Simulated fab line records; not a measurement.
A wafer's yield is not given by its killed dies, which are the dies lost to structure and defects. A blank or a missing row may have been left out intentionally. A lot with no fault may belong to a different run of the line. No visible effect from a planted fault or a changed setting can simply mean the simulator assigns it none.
One fault seen from 3 desks || flow n5-finfet || each desk has only its own numbers; what lay behind them comes last

THE DEFECT DESK
What the inspections along the route counted, lot by lot: means of the sampled wafers that have a number. The brackets show how far a lot's mean lies from the usual mean; more than 4 standard deviations puts the lot out of limits, marked OUT.
Columns: A = raw-defect-count at N5_FIN_CUT_INSPECT_10, usual 43
{"lot": "L677", "first seen here": "day 2 08:43", "A": 57}
{"lot": "L679", "first seen here": "day 2 22:22", "A": 43}
{"lot": "L685", "first seen here": "day 4 08:50", "A": 31}
{"lot": "L688", "first seen here": "day 5 12:23", "A": 50}
{"lot": "L695", "first seen here": "day 6 22:01", "A": 42}
{"lot": "L699", "first seen here": "day 7 23:53", "A": 25}
This desk's finding: nothing out of limits on any of the 6 lots.

THE TOOL OWNER'S DESK: rie-diel-04
The tool's own readings at N5_FIN_CUT_CUT_ETCH_26 (etches SiNx in CH3F/O2, target depth 39 nm, time 55.7 s): means of the sampled wafers that have a number, for each lot that ran on this tool. The brackets show how far a lot's mean lies from the usual mean; more than 4 standard deviations puts the lot out of limits, marked OUT.
Columns: A = O2_flow_sccm at N5_FIN_CUT_CUT_ETCH_26, usual 19.99 sccm; B = drypump-motor-current-A at N5_FIN_CUT_CUT_ETCH_26, usual 5.7 A; C = oes-product-au at N5_FIN_CUT_CUT_ETCH_26, usual 0.76 a.u.; D = rf-vpp-V at N5_FIN_CUT_CUT_ETCH_26, usual 299 V; E = showerhead-plenum-p-Torr at N5_FIN_CUT_CUT_ETCH_26, usual 2.01 Torr; F = throttle-valve-pct at N5_FIN_CUT_CUT_ETCH_26, usual 16.5 %
{"lot": "L677", "first seen here": "day 2 09:28", "A": 19.99, "B": 6.1, "C": 0.76, "D": 302, "E": 2.02, "F": 16.5}
{"lot": "L679", "first seen here": "day 3 00:42", "A": 20.01, "B": 5.8, "C": 0.76, "D": 304, "E": 2.03, "F": 16.3}
{"lot": "L685", "first seen here": "day 4 09:19", "A": 19.98, "B": 5.9, "C": 0.93, "D": 309, "E": 2.04, "F": 16.1}
{"lot": "L688", "first seen here": "day 5 12:52", "A": 20.09, "B": 5.7, "C": 0.85, "D": 300, "E": 2.08, "F": 16.5}
This desk's finding: nothing out of limits on any of the 4 lots.

AT THE METROLOGY DESK
Lot by lot, what the gauges showed, no matter which tool ran the lot: averages of those sampled wafers that carry a number. The brackets show how far a lot's mean lies from the usual mean; more than 4 standard deviations puts the lot out of limits, marked OUT. Shown here are 7 of its 12 readings, the ones lying furthest out on some lot.
Columns: A = cd-nm at N5_FIN_CUT_CD_MEAS_08, usual 29.11 nm; B = FIN_CUT_OVL at N5_FIN_CUT_OVL_MEAS_09, usual 0.1 nm; C = DIBL_P at N5_BEOL_M4_RC_MEAS_101, usual 34.8 mV/V; D = IOFF_N at N5_BEOL_M4_RC_MEAS_101, usual 0.15 nA/um; E = ION_P at N5_BEOL_M4_RC_MEAS_101, usual 462 uA/um; F = SS_N at N5_BEOL_M4_RC_MEAS_101, usual 71.4 mV/dec; G = VT_N at N5_BEOL_M4_RC_MEAS_101, usual 250 mV
{"lot": "L677", "first seen here": "day 2 08:37", "A": 29.27, "B": 0.3, "C": 31.0, "D": 0.12, "E": 469, "F": 70.7, "G": 251}
{"lot": "L679", "first seen here": "day 2 22:16", "A": 29.14, "B": -0.4, "C": 35.1, "D": 0.14, "E": 464, "F": 70.8, "G": 252}
{"lot": "L685", "first seen here": "day 4 08:45", "A": 29.13, "B": -0.9, "C": 36.0, "D": 0.15, "E": 454, "F": 71.3, "G": 250}
{"lot": "L688", "first seen here": "day 5 12:18", "A": 28.85, "B": 0.3, "C": 34.9, "D": 0.18, "E": 472, "F": 71.7, "G": 246}
{"lot": "L695", "first seen here": "day 6 21:55", "A": 29.21, "B": -0.4, "C": 35.1, "D": 0.15, "E": 463, "F": 71.7, "G": 249}
{"lot": "L699", "first seen here": "day 7 23:47", "A": 29.44, "B": -0.4, "C": 35.4, "D": 0.15, "E": 464, "F": 71.7, "G": 249}
This desk's finding: nothing out of limits on any of the 6 lots.

PUT TOGETHER
No out-of-limits result turned up at the defect desk.
The desk of the tool owner found nothing out of limits.
Nothing out of limits was seen by the metrology desk.

WHAT HAD BEEN PUT IN BY THE SIMULATOR
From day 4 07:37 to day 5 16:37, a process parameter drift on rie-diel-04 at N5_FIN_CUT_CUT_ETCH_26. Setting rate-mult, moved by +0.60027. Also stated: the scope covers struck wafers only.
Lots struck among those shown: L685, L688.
